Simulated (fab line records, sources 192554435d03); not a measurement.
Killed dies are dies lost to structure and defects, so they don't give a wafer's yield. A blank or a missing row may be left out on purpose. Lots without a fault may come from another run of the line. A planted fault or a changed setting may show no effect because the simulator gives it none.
Split-lot experiment | flow n5_finfet | 7 lots, 21 wafers read, on a route of 1938 steps

THE SPLIT
At N5_BEOL_M11_COAT_22 (resist thk 90 nm), the setting spin_rpm was moved away from the recipe's 1500 rpm on 9 of the 21 wafers read, by -10.0% to +10.1%. The other wafers ran this setting at the recipe's value.

The reading is taken at the split's own step.

THE READING
CAR-ArF_of_BEOL_M11_COAT_22.thk_nm (the simulator's own value, which no gauge read), in nm, at N5_BEOL_M11_COAT_22 (resist thk 90 nm). The file gives no usual value for it. The 12 wafers here that ran the recipe average 90.0 nm, standard deviation 0.2 nm.

wafer  | tool, chamber at the split | spin_rpm as run, rpm | against the recipe | CAR-ArF_of_BEOL_M11_COAT_22.thk_nm, nm | against lot-mates on the recipe
L075.1 | litho_track-03, 0          | 1387                 | -7.5%              | 93.6                                   | +3.4
L075.3 | litho_track-03, 0          | 1387                 | -7.5%              | 93.8                                   | +3.6
L075.5 | litho_track-03, 0          | 1500                 | recipe             | 90.2                                   | -
L082.1 | litho_track-03, 0          | 1350                 | -10.0%             | 95.2                                   | +5.3
L082.4 | litho_track-03, 0          | 1500                 | recipe             | 90.2                                   | -
L082.5 | litho_track-03, 0          | 1500                 | recipe             | 89.6                                   | -
L081.4 | litho_track-03, 0          | 1500                 | recipe             | 90                                     | -
L081.5 | litho_track-03, 0          | 1500                 | recipe             | 90                                     | -
L081.6 | litho_track-03, 0          | 1500                 | recipe             | 90.2                                   | -
L085.2 | litho_track-04, 0          | 1500                 | recipe             | 90.2                                   | -
L085.4 | litho_track-04, 0          | 1500                 | recipe             | 90                                     | -
L085.6 | litho_track-04, 0          | 1500                 | recipe             | 90                                     | -
L086.4 | litho_track-03, 0          | 1652                 | +10.1%             | 86                                     | -4.4
L086.6 | litho_track-03, 0          | 1652                 | +10.1%             | 86                                     | -4.4
L086.5 | litho_track-03, 0          | 1500                 | recipe             | 90.4                                   | -
L089.4 | litho_track-05, 0          | 1392                 | -7.2%              | 93.2                                   | +3.4
L089.5 | litho_track-05, 0          | 1500                 | recipe             | 89.8                                   | -
L089.6 | litho_track-05, 0          | 1392                 | -7.2%              | 93                                     | +3.2
L097.1 | litho_track-03, 0          | 1500                 | recipe             | 90                                     | -
L097.2 | litho_track-03, 0          | 1455                 | -3.0%              | 91.2                                   | +1.2
L097.3 | litho_track-03, 0          | 1455                 | -3.0%              | 91.2                                   | +1.2

THE FIT
A straight line over all 21 wafers: CAR-ArF_of_BEOL_M11_COAT_22.thk_nm changes by -0.439 nm for each +1% of spin_rpm; r = -0.99; the points scatter about the line by 0.29 nm.
The same after taking each lot's own level away (the mean of its wafers on the recipe; 21 wafers): -0.46 nm for each +1%; r = -1.00; scatter 0.22 nm.
On that fit, the largest move of spin_rpm shifts the reading by 4.7 nm.
The lots' own levels span 89.80 to 90.40 nm, that is 3.0 times the standard deviation above.
So the lot-to-lot level changes the slope little: the two slopes agree.
Check: with one of the wafers moved furthest among these (+10.1%) left out of the fit, the line predicts -4.71 nm for it against its lot-mates. It came out at -4.4 nm against them.

OTHER SPLITS ON THESE WAFERS
These wafers also went through other splits before the reading. Each is held against what the fit with the lots' levels taken away leaves over:
other split on the same wafers   | wafers away from the commonest value | r with CAR-ArF_of_BEOL_M11_COAT_22.thk_nm (lot level and that fit taken away)
N5_BEOL_M6_TRENCH_ETCH_37 time_s | 7                                    | +0.09
N5_BEOL_M7_ETCH_41 bias_w        | 6                                    | +0.37
N5_BEOL_M8_DESCUM_33 time_s      | 6                                    | +0.21
N5_BEOL_M8_VIA_ETCH_34 bias_w    | 10                                   | +0.09
N5_BEOL_M9_ETCH_62 time_s        | 4                                    | -0.42
N5_BEOL_M10_ILD_DEP_00 time_s    | 4                                    | +0.06

THE FILE'S OWN FIT
CAR-ArF_of_BEOL_M11_COAT_22.thk_nm changes by -0.472 nm for each +1% of spin_rpm, r = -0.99.
